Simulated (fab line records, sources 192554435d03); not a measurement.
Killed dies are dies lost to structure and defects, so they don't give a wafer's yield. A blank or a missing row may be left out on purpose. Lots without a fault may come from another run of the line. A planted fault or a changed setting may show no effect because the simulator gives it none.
A struck lot beside a sound one | flow n5_finfet | 14 steps out of a route of 1938
Sound: wafers L953.2, L953.3, L953.6. Struck: wafers L942.1, L942.4. (L942.2 of the same lot was not struck and is left out.) The cause comes at the end.
At each step with rows: each side's tool, then ch and its chambers, then its first start. Under that, the readings that differ: sound wafers | struck wafers | difference of the means | sigmas: that difference in standard deviations of wafers without a fault.
alike: readings whose means differ by less than 2 such deviations, and words and numbers that are the same on both sides. not compared: withheld readings, readings that some wafer has no value for, bounds like >300 that may hide the same value, and numbers for which the record gives no deviation and whose values overlap.
The two part at a step that has a row with sigmas, a row that says differs or no value, or rows on one side only. Numbers that don't overlap but have no deviation are shown without sigmas and don't part them. A reading that every wafer of one side lacks parts them only if that side has two wafers or more.

N5_BEOL_M5_STRIP_91: strips in N2/H2, time 10 s.
  sound on rie_diel-06 ch 0,1,3; struck on rie_diel-05 ch 0,3
  alike: bias_power_w, drypump_motor_current_A, oes_product_au, rf_vpp_V, showerhead_plenum_p_Torr, throttle_valve_pct
  not compared: rf_hours_counter_h
N5_BEOL_M5_OCD_MEAS_38:
  sound on ocd-01, day 13 03:11; struck on ocd-01, day 10 10:55
  alike: trench_depth_nm
then, 4 steps without rows for these wafers: N5_BEOL_M5_HM_STRIP_39 (strips TiN in peroxide tin strip, target depth 25 nm, time 158 s); N5_BEOL_M5_SRD_40 (time 30 s); N5_BEOL_M5_PRECLEAN_42 (cleans in residue remover, time 60 s); N5_BEOL_M5_SRD_43 (time 30 s).
N5_BEOL_M5_CD_MEAS_35: target cd 28 nm, target cd y 24 nm.
  sound on cd_sem-02, day 13 03:20; struck on cd_sem-02, day 10 11:04
  alike: cd_nm
N5_BEOL_M5_CURE_80: cures SiCOH lowk, time 120 s.
  sound on uv_cure-03 ch 0, day 13 03:26; struck on uv_cure-03 ch 0, day 10 11:29
  alike: lamp_power_pct, wafer_temp_C_max
then, 1 step without rows for these wafers: N5_BEOL_M5_DEGAS_44 (time 60 s).
N5_BEOL_M5_PRE_CLEAN_45: time 30 s.
  sound on pvd_sputter-03, day 13 03:52; struck on pvd_sputter-03, day 10 12:07
  alike: heater_power_w
N5_BEOL_M5_ALD_86: deposits TaN, pulse time 2 s, purge time 3 s, co reactant purge time 2 s.
  sound on ald_metal-03 ch 0,2,3, day 13 03:55; struck on ald_metal-04 ch 0,1, day 10 12:13
  alike: heater_power_w, mfc_carrier_sccm
  not compared: since_wet_clean_h
N5_BEOL_M5_SURFACE_TREAT_87:
  sound on pvd_sputter-03, day 13 04:30; struck on pvd_sputter-03, day 10 12:28
  not compared: pressure_mtorr, throttle_valve_pct
N5_BEOL_M5_CVD_47: deposits Co from CCTBA/H2, target thk 3 nm, time 216 s.
  sound on cvd_co-02 ch 0,2, day 13 04:43; struck on cvd_co-02 ch 0,1, day 10 12:31
  reading          | sound             | struck      | difference | sigmas
  run_length_s (s) | 239.6 239.1 238.5 | 385.1 386.2 | +146.6     | +99 or more
  not compared: since_wet_clean_h
then, 1 step without rows for these wafers: N5_BEOL_M5_SPUTTER_48 (material Cu, target thk 15 nm, time 27.62 s).

WHERE THEY PART
Only at N5_BEOL_M5_CVD_47, within this record.

WHY: what the simulator had put in
Process parameter drift: cvd_co-02, from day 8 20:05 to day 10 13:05, at N5_BEOL_M5_CVD_47. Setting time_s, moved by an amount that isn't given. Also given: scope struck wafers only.
